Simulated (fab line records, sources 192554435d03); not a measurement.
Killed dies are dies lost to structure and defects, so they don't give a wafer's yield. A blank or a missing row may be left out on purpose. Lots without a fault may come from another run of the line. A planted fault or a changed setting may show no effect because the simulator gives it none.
Chamber matching | flow n5_finfet | N5_BEOL_M2_CO_CAP_55 on cvd_co-01: 3 sister chambers
The step material Co, precursor CCTBA/H2, target thk 2 nm, time 102.1 s. 30 wafers are shown with their chamber, then 12 later ones without.

WAFERS WITH THEIR CHAMBER
wafer  | chamber | heater_power_w (W)
L074.1 | 0       | 212
L074.3 | 2       | 186
L074.5 | 2       | 185
L075.3 | 1       | 223
L075.5 | 2       | 186
L075.6 | 1       | 223
L077.1 | 1       | 226
L077.4 | 0       | 215
L077.6 | 2       | 188
L076.1 | 0       | 217
L076.4 | 1       | 225
L076.5 | 2       | 190
L079.1 | 2       | 183
L079.2 | 0       | 222
L079.3 | 1       | 226
L079.4 | 1       | 227
L079.5 | 2       | 189
L079.6 | 0       | 216
L081.2 | 1       | 220
L081.4 | 2       | 190
L081.5 | 0       | 214
L083.1 | 2       | 187
L083.3 | 0       | 210
L083.5 | 0       | 217
L086.2 | 0       | 211
L086.4 | 2       | 191
L086.6 | 1       | 225
L087.2 | 0       | 216
L087.3 | 2       | 187
L087.4 | 2       | 189

SIGNATURES (means of the wafers above)
reading        | chamber 0 | chamber 1 | chamber 2 | scatter within a chamber
heater_power_w | 215.00    | 224.38    | 187.58    | 2.77
Rule: a wafer's distance from a chamber is the root of the sum, over the readings, of the square of ((its reading less the chamber's mean) divided by the reading's scatter). The wafer belongs to the nearest chamber; if the next one is less than 2 further off, it can't be placed. The scatter: the root of (the sum of the squares of (reading less its chamber's mean) over the shown wafers, divided by (wafers less chambers)).

WAFERS WITHOUT THEIR CHAMBER
wafer  | heater_power_w (W)
L090.1 | 217
L090.2 | 192
L090.3 | 222
L091.1 | 210
L091.2 | 230
L091.5 | 189
L094.2 | 191
L094.3 | 226
L094.5 | 228
L096.1 | 220
L096.2 | 189
L096.6 | 206

WHICH CHAMBER EACH WENT THROUGH
wafer  | from the rows above     | in truth
L090.1 | can't be placed: 0 or 1 | 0
L090.2 | 2                       | 2
L090.3 | can't be placed: 1 or 0 | 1
L091.1 | 0                       | 0
L091.2 | 1                       | 1
L091.5 | 2                       | 2
L094.2 | 2                       | 2
L094.3 | 1                       | 1
L094.5 | 1                       | 1
L096.1 | can't be placed: 1 or 0 | 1
L096.2 | 2                       | 2
L096.6 | 0                       | 0
Placed correctly: 9 of 12. Can't be placed from these rows: 3 (the true chamber is among the candidates in 3). Placed wrongly: 0.
